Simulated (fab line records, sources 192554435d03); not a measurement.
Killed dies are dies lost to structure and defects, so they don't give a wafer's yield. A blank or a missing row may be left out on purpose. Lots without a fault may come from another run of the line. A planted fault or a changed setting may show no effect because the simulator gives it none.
Chamber matching | flow n5_finfet | N5_BEOL_M10_CURE_71 on uv_cure-03: 3 sister chambers
The step cures SiCOH lowk, time 240 s. 20 wafers are shown with their chamber, then 10 later ones without.

WAFERS WITH THEIR CHAMBER
wafer  | chamber | wafer_temp_C_max | lamp_power_pct (%)
L075.1 | 2       | 386.8            | 52.33
L075.3 | 2       | 386.7            | 52.22
L075.6 | 2       | 387.0            | 52.26
L077.2 | 2       | 387.0            | 52.41
L077.3 | 2       | 387.9            | 52.31
L077.6 | 2       | 387.3            | 52.31
L079.1 | 2       | 387.3            | 52.38
L079.4 | 2       | 387.1            | 52.27
L079.6 | 2       | 386.8            | 52.31
L076.1 | 0       | 385.9            | 52.29
L076.2 | 0       | 386.4            | 52.26
L076.3 | 0       | 386.4            | 52.22
L083.1 | 2       | 387.8            | 52.35
L083.3 | 2       | 387.2            | 52.28
L083.6 | 2       | 387.3            | 52.39
L084.1 | 2       | 387.3            | 52.34
L084.5 | 2       | 386.6            | 52.32
L084.6 | 2       | 386.6            | 52.32
L091.1 | 1       | 388.0            | 52.41
L091.3 | 1       | 387.0            | 52.28

SIGNATURES (means of the wafers above)
reading          | chamber 0 | chamber 1 | chamber 2 | scatter within a chamber
wafer_temp_C_max | 386.233   | 387.500   | 387.113   | 0.408
lamp_power_pct   | 52.2567   | 52.3450   | 52.3200   | 0.0525
Rule: a wafer's distance from a chamber is the root of the sum, over the readings, of the square of ((its reading less the chamber's mean) divided by the reading's scatter). The wafer belongs to the nearest chamber; if the next one is less than 2 further off, it can't be placed. The scatter: the root of (the sum of the squares of (reading less its chamber's mean) over the shown wafers, divided by (wafers less chambers)).

WAFERS WITHOUT THEIR CHAMBER
wafer  | wafer_temp_C_max | lamp_power_pct (%)
L091.5 | 387.3            | 52.26
L093.1 | 387.1            | 52.25
L093.3 | 387.0            | 52.37
L093.4 | 387.2            | 52.22
L094.1 | 386.5            | 52.27
L094.5 | 387.2            | 52.35
L094.6 | 386.6            | 52.38
L096.1 | 385.8            | 52.28
L096.2 | 386.0            | 52.31
L096.5 | 385.7            | 52.37

WHICH CHAMBER EACH WENT THROUGH
wafer  | from the rows above          | in truth
L091.5 | can't be placed: 2 or 1 or 0 | 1
L093.1 | can't be placed: 2 or 1 or 0 | 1
L093.3 | can't be placed: 2 or 1 or 0 | 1
L093.4 | can't be placed: 2 or 0 or 1 | 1
L094.1 | can't be placed: 0 or 2      | 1
L094.5 | can't be placed: 2 or 1      | 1
L094.6 | can't be placed: 2 or 1 or 0 | 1
L096.1 | 0                            | 0
L096.2 | can't be placed: 0 or 2      | 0
L096.5 | can't be placed: 0 or 2 or 1 | 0
Placed correctly: 1 of 10. Can't be placed from these rows: 9 (the true chamber is among the candidates in 8). Placed wrongly: 0.
